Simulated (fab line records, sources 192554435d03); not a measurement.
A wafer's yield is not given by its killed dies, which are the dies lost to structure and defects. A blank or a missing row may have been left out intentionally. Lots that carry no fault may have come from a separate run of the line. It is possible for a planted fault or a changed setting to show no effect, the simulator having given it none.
Chamber matching | flow n5_finfet | N5_BEOL_M2_ETCH_63 on rie_diel-05: 4 sister chambers
The step etches SiARC in CF4, target depth 15.6 nm, time 26 s. 4 wafers are shown with their chamber, then 11 later ones without.

WAFERS, EACH WITH ITS CHAMBER
wafer  | chamber | drypump_motor_current_A (A)
L084.6 | 3       | 5.1
L088.3 | 1       | 5.6
L088.5 | 0       | 5.4
L089.2 | 2       | 5.1

WAFERS WITH NO CHAMBER GIVEN
wafer  | drypump_motor_current_A (A)
L089.4 | 5.1
L089.5 | 5.2
L091.1 | 5.1
L091.5 | 5.6
L091.6 | 5.2
L092.1 | 5.4
L092.3 | 5.6
L092.4 | 5.2
L097.2 | 5.1
L097.5 | 5.2
L097.6 | 5.6

EACH ONE'S CHAMBER
wafer  | from the rows above          | in truth
L089.4 | can't be placed: 2 or 3      | 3
L089.5 | can't be placed: 2 or 3 or 0 | 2
L091.1 | can't be placed: 2 or 3      | 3
L091.5 | 1                            | 1
L091.6 | can't be placed: 2 or 3 or 0 | 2
L092.1 | 0                            | 0
L092.3 | 1                            | 1
L092.4 | can't be placed: 2 or 3 or 0 | 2
L097.2 | can't be placed: 2 or 3      | 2
L097.5 | can't be placed: 2 or 3 or 0 | 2
L097.6 | 1                            | 1
Correctly placed: 4 of 11. Not placeable from these rows: 7 (in 7, the candidates include the true chamber). Wrongly placed: 0.
How it was worked out, from the rows above alone: a wafer's distance from a chamber is the root of the sum, over the readings, of the square of ((its reading less the chamber's mean) divided by the reading's scatter). The wafer belongs to the nearest chamber; if the next one is less than 2 further off, it can't be placed. For every chamber, the mean is computed from those of its wafers that are shown. The scatter: root of mean squared gap, hidden wafer to nearest shown wafer, with one shown wafer a chamber.
